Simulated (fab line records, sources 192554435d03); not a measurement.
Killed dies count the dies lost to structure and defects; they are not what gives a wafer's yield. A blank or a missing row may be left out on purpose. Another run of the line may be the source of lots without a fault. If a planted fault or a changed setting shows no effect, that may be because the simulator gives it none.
fab line records :: flow n5Finfet
record:
  lots: 7
  wafers: 21
route steps=1938 shown PASSIVATION@1929
startH: the number of hours between the record's first day and the start of the first shown wafer of the lot :: waitH: how many hours have passed since the lot's step before this one :: " the same as in the row above :: L1.1+2: one row covering several wafers at once :: - no value, or no start was given :: * or withheld: withheld :: < > ~ a bound
route shown NAME@n: names a module that has steps shown in the file, with the first one's number in the route :: usual: average and standard deviation across the fault-free wafers :: same: alike in all rows :: chamber/n: place in a boat :: sites: each site's reading :: _std_site: how widely they spread, as a standard deviation :: _edge_site: mean of outer sites minus mean of inner sites :: radiusMm: for every site, how far away it sits from the centre of the wafer :: mask NAME#n: copy n :: behind: tool/chamber where the wafer was last shaped :: hold: why the lot went on hold/how many hours it stayed there/how the hold came to an end :: device: the transistor (n, p or np) that didn't switch :: end of line: at the end of the route, the tests of the same wafers :: where a step has no rows: the recipe by itself :: killed: count of dies lost to structure and defects at first sort (not the wafer's yield) :: map: shows each die of a wafer: x if killed, . if not, _ if none is there
set.NAME: the run value of the setting; set.NAME@STEP: its run value at that earlier step :: model.NAME: the simulator's own value behind a step, which no gauge read
lots whose settings were changed on purpose; a table a step, a row a wafer
== steps ==
step: N5_PASSIVATION_PASS_ETCH_47
recipe:
  chemistry: CF4/O2
  target: SiNx
  targetDepthA: 7700
  timeS: 385
  ionEnergyEv: 100
  pressureMtorr: 40
  sourceW: 535
  biasW: 49
  Ar_flow_sccm: 100
  cf4FlowSccm: 100
  O2_flow_sccm: 10
lot.wafer: L078.1
tool: rieDiel-02
chamber: 2
startH: 326.35
waitH: 0.0
set.timeS: 385
model.etch.depthNm: 792.4

lot.wafer: L078.2
tool: rieDiel-02
chamber: 3
startH: 326.35
waitH: 0.0
set.timeS: 385
model.etch.depthNm: 802.1

lot.wafer: L078.3
tool: rieDiel-02
chamber: 0
startH: 326.35
waitH: 0.0
set.timeS: 385
model.etch.depthNm: 743.1

lot.wafer: L074.2
tool: rieDiel-03
chamber: 0
startH: 326.55
waitH: 0.0
set.timeS: 385
model.etch.depthNm: 767.8

lot.wafer: L074.4
tool: rieDiel-03
chamber: 0
startH: 326.55
waitH: 0.0
set.timeS: 356
model.etch.depthNm: 706.7

lot.wafer: L074.6
tool: rieDiel-03
chamber: 1
startH: 326.55
waitH: 0.0
set.timeS: 356
model.etch.depthNm: 675

lot.wafer: L080.2
tool: rieDiel-03
chamber: 3
startH: 330.24
waitH: 0.0
set.timeS: 385
model.etch.depthNm: 805.5

lot.wafer: L080.3
tool: rieDiel-03
chamber: 2
startH: 330.24
waitH: 0.0
set.timeS: 316
model.etch.depthNm: 607.5

lot.wafer: L080.6
tool: rieDiel-03
chamber: 3
startH: 330.24
waitH: 0.0
set.timeS: 385
model.etch.depthNm: 806.7

lot.wafer: L089.1
tool: rieDiel-02
chamber: 0
startH: 406.57
waitH: 0.0
set.timeS: 385
model.etch.depthNm: 732.5

lot.wafer: L089.4
tool: rieDiel-02
chamber: 1
startH: 406.57
waitH: 0.0
set.timeS: 462.7
model.etch.depthNm: 925.8

lot.wafer: L089.6
tool: rieDiel-02
chamber: 0
startH: 406.57
waitH: 0.0
set.timeS: 462.7
model.etch.depthNm: 880.5

lot.wafer: L094.1
tool: rieDiel-03
chamber: 1
startH: 450.20
waitH: 0.0
set.timeS: 385
model.etch.depthNm: 725.9

lot.wafer: L094.3
tool: rieDiel-03
chamber: 3
startH: 450.20
waitH: 0.0
set.timeS: 302.1
model.etch.depthNm: 625.7

lot.wafer: L094.4
tool: rieDiel-03
chamber: 0
startH: 450.20
waitH: 0.0
set.timeS: 385
model.etch.depthNm: 747.9

lot.wafer: L093.3
tool: rieDiel-04
chamber: 1
startH: 457.69
waitH: 0.0
set.timeS: 319
model.etch.depthNm: 641.9

lot.wafer: L093.4
tool: rieDiel-04
chamber: 3
startH: 457.69
waitH: 0.0
set.timeS: 385
model.etch.depthNm: 751.9

lot.wafer: L093.6
tool: rieDiel-04
chamber: 3
startH: 457.69
waitH: 0.0
set.timeS: 319
model.etch.depthNm: 613.5

lot.wafer: L095.1
tool: rieDiel-04
chamber: 2
startH: 465.81
waitH: 0.0
set.timeS: 385
model.etch.depthNm: 836.6

lot.wafer: L095.4
tool: rieDiel-04
chamber: 0
startH: 465.81
waitH: 0.0
set.timeS: 385
model.etch.depthNm: 760.1

lot.wafer: L095.5
tool: rieDiel-04
chamber: 1
startH: 465.81
waitH: 0.0
set.timeS: 385
model.etch.depthNm: 769.3
step: N5_PASSIVATION_ETCH_54
recipe:
  chemistry: CHF3/O2
  target: SiO2
  targetDepthA: 8800
  CHF3_flow_sccm: 50
  O2_flow_sccm: 5
  Ar_flow_sccm: 200
  timeS: 440
  maskMaterial: PR
  pressureMtorr: 30
  sourceW: 650
  biasW: 170
  ionEnergyEv: 200
step: N5_PASSIVATION_STRIP_48
recipe:
  chemistry: O2
  powerW: 600
  tempC: 60
  pressureMtorr: 30
  rfFrequencyHz: 6e+07
  biasPowerW: 0
  overashFraction: 0.5
  o2FlowSccm: 225
step: N5_PASSIVATION_SRD_72
recipe:
  dry: ipaMarangoni
  timeS: 30
  tempC: 23
  rinseLiquid: diw
step: N5_PASSIVATION_ANNEAL_56
recipe:
  tempC: 400
  timeS: 1800
  ambient: FGA
  idleTempC: 300
  rampUpCPerMin: 5
  rampDownCPerMin: 3
step: N5_PASSIVATION_PROBE_49
usual:
  defectLimitedYield: 91.2/1.5
  killed_at_M0_to_M3: 35/12
  killed_at_M4_up: 14/5.1
  killedAtContacts: 13/6
  killedAtFrontEnd: 38/12
  killedAtOther: 4/3.5
  killedDies: 104/18
  killedOpen: 68/13
  killedShort: 33/8.1
  sort_bin_4_leakage: 0.00/0.044
  sort_bin_5_function: 5.2/1
  sort_bin_6_memory: 3.2/0.69
  sortNPass: 1076/18
  sortYieldPct: 91.2/1.5
same:
  grossDies: 1180
  killedAtBackSide: 0
  sort_bin_8_speed[%]: 0
lot.wafer: L078.1
tool: prober-01
chamber: -
startH: 329.35
waitH: 0.0
set.timeS@PASSIVATION_PASS_ETCH_47: 385
defectLimitedYield[%]: 19.6
killed_at_M0_to_M3: 32
killed_at_M4_up: 764
killedAtContacts: 104
killedAtFrontEnd: 30
killedAtOther: 19
killedDies: 949
killedOpen: 72
killedShort: 41
sort_bin_4_leakage[%]: 0.51
sort_bin_5_function[%]: 52.3
sort_bin_6_memory[%]: 21.1
sortNPass: 231
sortYieldPct[%]: 19.6

lot.wafer: L078.2
tool: prober-01
chamber: -
startH: 329.40
waitH: 0.1
set.timeS@PASSIVATION_PASS_ETCH_47: 385
defectLimitedYield[%]: 86.7
killed_at_M0_to_M3: 37
killed_at_M4_up: 7
killedAtContacts: 19
killedAtFrontEnd: 32
killedAtOther: 62
killedDies: 157
killedOpen: 62
killedShort: 38
sort_bin_4_leakage[%]: 0
sort_bin_5_function[%]: 4.7
sort_bin_6_memory[%]: 3.5
sortNPass: 1023
sortYieldPct[%]: 86.7

lot.wafer: L078.3
tool: prober-01
chamber: -
startH: 329.45
waitH: 0.1
set.timeS@PASSIVATION_PASS_ETCH_47: 385
defectLimitedYield[%]: 42.7
killed_at_M0_to_M3: 49
killed_at_M4_up: 8
killedAtContacts: 5
killedAtFrontEnd: 609
killedAtOther: 5
killedDies: 676
killedOpen: 57
killedShort: 31
sort_bin_4_leakage[%]: 0.25
sort_bin_5_function[%]: 36.8
sort_bin_6_memory[%]: 17.3
sortNPass: 504
sortYieldPct[%]: 42.7

lot.wafer: L074.2
tool: prober-02
chamber: -
startH: 329.65
waitH: 0.1
set.timeS@PASSIVATION_PASS_ETCH_47: 385
defectLimitedYield[%]: 84.3
killed_at_M0_to_M3: 44
killed_at_M4_up: 14
killedAtContacts: 9
killedAtFrontEnd: 114
killedAtOther: 4
killedDies: 185
killedOpen: 90
killedShort: 29
sort_bin_4_leakage[%]: 0
sort_bin_5_function[%]: 9.6
sort_bin_6_memory[%]: 5.7
sortNPass: 995
sortYieldPct[%]: 84.3

lot.wafer: L074.4
tool: prober-02
chamber: -
startH: 329.75
waitH: 0.2
set.timeS@PASSIVATION_PASS_ETCH_47: 356
defectLimitedYield[%]: 86.9
killed_at_M0_to_M3: 29
killed_at_M4_up: 11
killedAtContacts: 25
killedAtFrontEnd: 88
killedAtOther: 1
killedDies: 154
killedOpen: 65
killedShort: 27
sort_bin_4_leakage[%]: 0
sort_bin_5_function[%]: 7.3
sort_bin_6_memory[%]: 4.8
sortNPass: 1026
sortYieldPct[%]: 86.9

lot.wafer: L074.6
tool: prober-02
chamber: -
startH: 329.85
waitH: 0.3
set.timeS@PASSIVATION_PASS_ETCH_47: 356
defectLimitedYield[%]: 0.3
killed_at_M0_to_M3: 41
killed_at_M4_up: 1075
killedAtContacts: 13
killedAtFrontEnd: 47
killedAtOther: 0
killedDies: 1176
killedOpen: 77
killedShort: 38
sort_bin_4_leakage[%]: 0
sort_bin_5_function[%]: 69.7
sort_bin_6_memory[%]: 7.2
sortNPass: 4
sortYieldPct[%]: 0.3

lot.wafer: L080.2
tool: prober-01
chamber: -
startH: 333.35
waitH: 0.1
set.timeS@PASSIVATION_PASS_ETCH_47: 385
defectLimitedYield[%]: 87.0
killed_at_M0_to_M3: 44
killed_at_M4_up: 12
killedAtContacts: 15
killedAtFrontEnd: 79
killedAtOther: 3
killedDies: 153
killedOpen: 98
killedShort: 36
sort_bin_4_leakage[%]: 0
sort_bin_5_function[%]: 6.8
sort_bin_6_memory[%]: 4.9
sortNPass: 1027
sortYieldPct[%]: 87.0

lot.wafer: L080.3
tool: prober-01
chamber: -
startH: 333.40
waitH: 0.1
set.timeS@PASSIVATION_PASS_ETCH_47: 316
defectLimitedYield[%]: 1.4
killed_at_M0_to_M3: 39
killed_at_M4_up: 11
killedAtContacts: 12
killedAtFrontEnd: 44
killedAtOther: 1057
killedDies: 1163
killedOpen: 69
killedShort: 33
sort_bin_4_leakage[%]: 0
sort_bin_5_function[%]: 94.9
sort_bin_6_memory[%]: 3.5
sortNPass: 17
sortYieldPct[%]: 1.4

lot.wafer: L080.6
tool: prober-01
chamber: -
startH: 333.55
waitH: 0.3
set.timeS@PASSIVATION_PASS_ETCH_47: 385
defectLimitedYield[%]: 89.3
killed_at_M0_to_M3: 22
killed_at_M4_up: 16
killedAtContacts: 14
killedAtFrontEnd: 73
killedAtOther: 1
killedDies: 126
killedOpen: 63
killedShort: 20
sort_bin_4_leakage[%]: 0
sort_bin_5_function[%]: 6.2
sort_bin_6_memory[%]: 3.4
sortNPass: 1054
sortYieldPct[%]: 89.3

lot.wafer: L089.1
tool: prober-02
chamber: -
startH: 409.58
waitH: 0.0
set.timeS@PASSIVATION_PASS_ETCH_47: 385
defectLimitedYield[%]: 5.0
killed_at_M0_to_M3: 37
killed_at_M4_up: 25
killedAtContacts: 8
killedAtFrontEnd: 1050
killedAtOther: 1
killedDies: 1121
killedOpen: 64
killedShort: 16
sort_bin_4_leakage[%]: 0.08
sort_bin_5_function[%]: 67.9
sort_bin_6_memory[%]: 17.4
sortNPass: 59
sortYieldPct[%]: 5.0

lot.wafer: L089.4
tool: prober-02
chamber: -
startH: 409.73
waitH: 0.2
set.timeS@PASSIVATION_PASS_ETCH_47: 462.7
defectLimitedYield[%]: 86.5
killed_at_M0_to_M3: 35
killed_at_M4_up: 12
killedAtContacts: 65
killedAtFrontEnd: 47
killedAtOther: 0
killedDies: 159
killedOpen: 60
killedShort: 30
sort_bin_4_leakage[%]: 0.93
sort_bin_5_function[%]: 7.5
sort_bin_6_memory[%]: 4.6
sortNPass: 1021
sortYieldPct[%]: 86.5

lot.wafer: L089.6
tool: prober-02
chamber: -
startH: 409.83
waitH: 0.3
set.timeS@PASSIVATION_PASS_ETCH_47: 462.7
defectLimitedYield[%]: 3.2
killed_at_M0_to_M3: 32
killed_at_M4_up: 16
killedAtContacts: 4
killedAtFrontEnd: 1090
killedAtOther: 0
killedDies: 1142
killedOpen: 60
killedShort: 26
sort_bin_4_leakage[%]: 0
sort_bin_5_function[%]: 71.6
sort_bin_6_memory[%]: 11.6
sortNPass: 38
sortYieldPct[%]: 3.2

lot.wafer: L094.1
tool: prober-02
chamber: -
startH: 453.21
waitH: 0.0
set.timeS@PASSIVATION_PASS_ETCH_47: 385
defectLimitedYield[%]: 79.6
killed_at_M0_to_M3: 44
killed_at_M4_up: 124
killedAtContacts: 19
killedAtFrontEnd: 42
killedAtOther: 12
killedDies: 241
killedOpen: 89
killedShort: 30
sort_bin_4_leakage[%]: 1.02
sort_bin_5_function[%]: 11.5
sort_bin_6_memory[%]: 6.9
sortNPass: 939
sortYieldPct[%]: 79.6

lot.wafer: L094.3
tool: prober-02
chamber: -
startH: 453.31
waitH: 0.1
set.timeS@PASSIVATION_PASS_ETCH_47: 302.1
defectLimitedYield[%]: 4.8
killed_at_M0_to_M3: 24
killed_at_M4_up: 38
killedAtContacts: 19
killedAtFrontEnd: 31
killedAtOther: 1011
killedDies: 1123
killedOpen: 71
killedShort: 29
sort_bin_4_leakage[%]: 0
sort_bin_5_function[%]: 90.8
sort_bin_6_memory[%]: 3.7
sortNPass: 57
sortYieldPct[%]: 4.8

lot.wafer: L094.4
tool: prober-02
chamber: -
startH: 453.36
waitH: 0.2
set.timeS@PASSIVATION_PASS_ETCH_47: 385
defectLimitedYield[%]: 87.8
killed_at_M0_to_M3: 57
killed_at_M4_up: 12
killedAtContacts: 23
killedAtFrontEnd: 48
killedAtOther: 4
killedDies: 144
killedOpen: 101
killedShort: 35
sort_bin_4_leakage[%]: 0.68
sort_bin_5_function[%]: 7.1
sort_bin_6_memory[%]: 4.2
sortNPass: 1036
sortYieldPct[%]: 87.8

lot.wafer: L093.3
tool: prober-02
chamber: -
startH: 460.80
waitH: 0.1
set.timeS@PASSIVATION_PASS_ETCH_47: 319
defectLimitedYield[%]: 14.7
killed_at_M0_to_M3: 21
killed_at_M4_up: 8
killedAtContacts: 16
killedAtFrontEnd: 37
killedAtOther: 925
killedDies: 1007
killedOpen: 53
killedShort: 24
sort_bin_4_leakage[%]: 0
sort_bin_5_function[%]: 82.7
sort_bin_6_memory[%]: 2.5
sortNPass: 173
sortYieldPct[%]: 14.7

lot.wafer: L093.4
tool: prober-02
chamber: -
startH: 460.85
waitH: 0.2
set.timeS@PASSIVATION_PASS_ETCH_47: 385
defectLimitedYield[%]: 52.6
killed_at_M0_to_M3: 39
killed_at_M4_up: 462
killedAtContacts: 11
killedAtFrontEnd: 46
killedAtOther: 1
killedDies: 559
killedOpen: 74
killedShort: 33
sort_bin_4_leakage[%]: 0
sort_bin_5_function[%]: 28.0
sort_bin_6_memory[%]: 16.4
sortNPass: 621
sortYieldPct[%]: 52.6

lot.wafer: L093.6
tool: prober-02
chamber: -
startH: 460.95
waitH: 0.3
set.timeS@PASSIVATION_PASS_ETCH_47: 319
defectLimitedYield[%]: 0.3
killed_at_M0_to_M3: 41
killed_at_M4_up: 243
killedAtContacts: 5
killedAtFrontEnd: 31
killedAtOther: 857
killedDies: 1177
killedOpen: 46
killedShort: 42
sort_bin_4_leakage[%]: 0
sort_bin_5_function[%]: 88.5
sort_bin_6_memory[%]: 9.6
sortNPass: 3
sortYieldPct[%]: 0.3

lot.wafer: L095.1
tool: prober-02
chamber: -
startH: 468.82
waitH: 0.0
set.timeS@PASSIVATION_PASS_ETCH_47: 385
defectLimitedYield[%]: 93.0
killed_at_M0_to_M3: 29
killed_at_M4_up: 16
killedAtContacts: 8
killedAtFrontEnd: 29
killedAtOther: 1
killedDies: 83
killedOpen: 58
killedShort: 24
sort_bin_4_leakage[%]: 0
sort_bin_5_function[%]: 4.4
sort_bin_6_memory[%]: 2.5
sortNPass: 1097
sortYieldPct[%]: 93.0

lot.wafer: L095.4
tool: prober-02
chamber: -
startH: 468.97
waitH: 0.2
set.timeS@PASSIVATION_PASS_ETCH_47: 385
defectLimitedYield[%]: 92.2
killed_at_M0_to_M3: 37
killed_at_M4_up: 18
killedAtContacts: 7
killedAtFrontEnd: 30
killedAtOther: 0
killedDies: 92
killedOpen: 58
killedShort: 33
sort_bin_4_leakage[%]: 0.08
sort_bin_5_function[%]: 4.8
sort_bin_6_memory[%]: 2.8
sortNPass: 1087
sortYieldPct[%]: 92.1

lot.wafer: L095.5
tool: prober-02
chamber: -
startH: 469.02
waitH: 0.2
set.timeS@PASSIVATION_PASS_ETCH_47: 385
defectLimitedYield[%]: 92.7
killed_at_M0_to_M3: 33
killed_at_M4_up: 15
killedAtContacts: 13
killedAtFrontEnd: 21
killedAtOther: 4
killedDies: 86
killedOpen: 58
killedShort: 27
sort_bin_4_leakage[%]: 0
sort_bin_5_function[%]: 4.4
sort_bin_6_memory[%]: 2.6
sortNPass: 1094
sortYieldPct[%]: 92.7
killed by level:class
L078.1 BEOL_M4:areaExpose=750 MOL_CONTACT_COAG:areaExpose=76 MOL_CONTACT_COAG:geometricParticle:open=20 BEOL_M1:geometricParticle:open=10 STI_FIN_REVEAL:geometricParticle:open=8 MOL_CONTACT_COAG:geometricParticle:short=8 M1:areaAld=6 FIN_SAQP:geometricParticle:open=4
L078.2 MIM_TOP:areaSputter=56 MOL_CONTACT_COAG:geometricParticle:open=17 BEOL_M3:geometricParticle:open=10 BEOL_M0_SAQP:geometricParticle:short=7 FIN_SAQP:geometricParticle:short=6 BEOL_M0_SAQP:geometricParticle:open=6 GATE_CUT:geometricParticle:short=5 BEOL_M3:geometricParticle:short=5
L078.3 GATE_CUT:areaExpose=580 BEOL_M3:geometricParticle:open=11 BEOL_M0_SAQP:geometricParticle:short=8 BEOL_M1:geometricParticle:open=8 BEOL_M2:geometricParticle:open=8 FIN_SAQP:geometricParticle:short=5 BEOL_M0_SAQP:geometricParticle:open=5 FIN_SAQP:geometricParticle:open=4
L074.2 GATE_CUT:areaExpose=62 STI_FIN_REVEAL:geometricParticle:open=12 BEOL_M2:geometricParticle:open=11 MOL_CONTACT_COAG:geometricParticle:open=9 FIN_SAQP:geometricParticle:open=7 BEOL_M0_SAQP:geometricParticle:short=7 BEOL_M3:geometricParticle:open=7 DUMMY_GATE:geometricParticle:open=5
L074.4 GATE_CUT:areaExpose=52 MOL_CONTACT_COAG:geometricParticle:open=16 FIN_SAQP:geometricParticle:open=6 BEOL_M0_SAQP:geometricParticle:short=6 MOL_CONTACT_COAG:areaExpose=6 DUMMY_GATE:geometricParticle:open=5 BEOL_M0:geometricParticle:open=5 BEOL_M4:geometricParticle:open=5
L074.6 BEOL_M4:areaExpose=1061 STI_FIN_REVEAL:geometricParticle:open=10 MOL_CONTACT_COAG:geometricParticle:open=10 BEOL_M4:geometricParticle:open=9 FIN_SAQP:geometricParticle:short=8 BEOL_M2:geometricParticle:open=8 DUMMY_GATE:geometricParticle:open=7 BEOL_M0:geometricParticle:open=7
L080.2 FIN_SAQP:geometricParticle:open=23 BEOL_M2:geometricParticle:open=18 MOL_CONTACT_COAG:geometricParticle:open=13 FIN_SAQP:geometricParticle:short=10 HKMG_FIN:areaEtch=9 FIN_CUT:areaEtch=9 BEOL_M1:geometricParticle:open=8 GATE_CUT:geometricParticle:short=7
L080.3 PASSIVATION:areaEtch=1055 FIN_SAQP:geometricParticle:open=11 BEOL_M0_SAQP:geometricParticle:short=10 MOL_CONTACT_COAG:geometricParticle:open=9 BEOL_M0_SAQP:geometricParticle:open=7 BEOL_M2:geometricParticle:open=7 STI_FIN_REVEAL:geometricParticle:open=6 BEOL_M1:geometricParticle:open=6
L080.6 GATE_CUT:areaExpose=31 MOL_CONTACT_COAG:geometricParticle:open=12 HKMG_FIN:areaEtch=11 FIN_SAQP:geometricParticle:open=8 BEOL_M1:geometricParticle:open=6 STI_FIN_REVEAL:geometricParticle:open=6 FIN_SAQP:geometricParticle:short=5 BEOL_M4:geometricParticle:open=5
L089.1 GATE_CUT:areaExpose=1020 BEOL_M4:areaExpose=14 STI_FIN_REVEAL:geometricParticle:open=9 BEOL_M3:geometricParticle:open=8 MOL_CONTACT_COAG:geometricParticle:open=7 BEOL_M1:geometricParticle:open=6 BEOL_M0_SAQP:geometricParticle:short=5 BEOL_M0_SAQP:geometricParticle:open=5
L089.4 MOL_CONTACT_COAG:areaExpose=56 STI_FIN_REVEAL:geometricParticle:open=12 M1:areaAld=11 GATE_CUT:geometricParticle:short=9 MOL_CONTACT_COAG:geometricParticle:open=8 BEOL_M3:geometricParticle:open=6 BEOL_M1:geometricParticle:open=6 FIN_SAQP:geometricParticle:short=5
L089.6 GATE_CUT:areaExpose=937 FIN_SAQP:areaAld=106 STI_FIN_REVEAL:geometricParticle:open=10 GATE_CUT:geometricParticle:open=10 BEOL_M1:geometricParticle:open=9 BEOL_M4:areaExpose=9 DUMMY_GATE:geometricParticle:open=8 BEOL_M2:geometricParticle:open=6
L094.1 BEOL_M4:areaExpose=106 MOL_CONTACT_COAG:geometricParticle:open=14 STI_FIN_REVEAL:geometricParticle:open=12 M1:areaAld=12 BEOL_M3:geometricParticle:open=11 FIN_SAQP:geometricParticle:open=10 BEOL_M4:geometricParticle:open=9 BEOL_M0_SAQP:geometricParticle:open=6
L094.3 PASSIVATION:areaEtch=1002 BEOL_M4:areaExpose=19 MOL_CONTACT_COAG:geometricParticle:open=14 BEOL_M4:geometricParticle:open=10 STI_FIN_REVEAL:geometricParticle:open=9 FIN_SAQP:geometricParticle:open=7 BEOL_M3:geometricParticle:open=7 BEOL_M0_SAQP:geometricParticle:short=6
L094.4 MOL_CONTACT_COAG:geometricParticle:open=19 FIN_SAQP:geometricParticle:open=16 BEOL_M0:geometricParticle:open=12 BEOL_M3:geometricParticle:open=12 BEOL_M1:geometricParticle:open=8 M1:areaAld=8 STI_FIN_REVEAL:geometricParticle:open=7 BEOL_M0_SAQP:geometricParticle:open=6
L093.3 PASSIVATION:areaEtch=923 MOL_CONTACT_COAG:geometricParticle:open=15 FIN_SAQP:geometricParticle:short=7 FIN_CUT:areaEtch=7 STI_FIN_REVEAL:geometricParticle:open=5 BEOL_M0_SAQP:geometricParticle:short=4 BEOL_M1:geometricParticle:open=4 BEOL_M2:geometricParticle:open=4
L093.4 BEOL_M4:areaExpose=442 BEOL_M0_SAQP:geometricParticle:open=12 BEOL_M3:geometricParticle:open=10 HKMG_FIN:areaEtch=10 MOL_CONTACT_COAG:geometricParticle:open=9 BEOL_M4:geometricParticle:open=9 FIN_SAQP:geometricParticle:open=7 GATE_CUT:geometricParticle:short=7
L093.6 PASSIVATION:areaEtch=855 BEOL_M4:areaExpose=234 FIN_SAQP:geometricParticle:short=12 BEOL_M0_SAQP:geometricParticle:short=10 BEOL_M2:geometricParticle:open=7 BEOL_M3:geometricParticle:open=6 GATE_CUT:geometricParticle:short=5 FIN_SAQP:geometricParticle:open=4
L095.1 FIN_SAQP:geometricParticle:open=8 STI_FIN_REVEAL:geometricParticle:open=7 MOL_CONTACT_COAG:geometricParticle:open=7 BEOL_M0_SAQP:geometricParticle:open=6 FIN_SAQP:geometricParticle:short=5 BEOL_M3:geometricParticle:open=5 BEOL_M2:geometricParticle:open=4 BEOL_M4:geometricParticle:open=4
L095.4 BEOL_M0_SAQP:geometricParticle:short=9 FIN_SAQP:geometricParticle:short=7 MOL_CONTACT_COAG:geometricParticle:open=7 BEOL_M2:geometricParticle:open=7 BEOL_M4:geometricParticle:open=7 BEOL_M0_SAQP:geometricParticle:open=6 STI_FIN_REVEAL:geometricParticle:open=5 STARTING-WAFER:geometricParticle:open=5
L095.5 BEOL_M0_SAQP:geometricParticle:short=11 MOL_CONTACT_COAG:geometricParticle:open=10 BEOL_M4:geometricParticle:open=10 BEOL_M2:geometricParticle:open=9 STI_FIN_REVEAL:geometricParticle:open=5 GATE_CUT:geometricParticle:short=5 BEOL_M1:geometricParticle:open=4 MOL_CONTACT_COAG:geometricParticle:short=3
== key ==
split:
  step: N5_PASSIVATION_PASS_ETCH_47
  setting: timeS
  stated: 385
  by: wafer
response:
  step: N5_PASSIVATION_PASS_ETCH_47
  reading: model.etch.depthNm
  change: +7.85
  per: 1%
  r: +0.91
response:
  step: N5_PASSIVATION_PROBE_49
  reading: killedAtOther
  shape: bent
  atLowest: 1011
  atStated: 9
  atHighest: 0
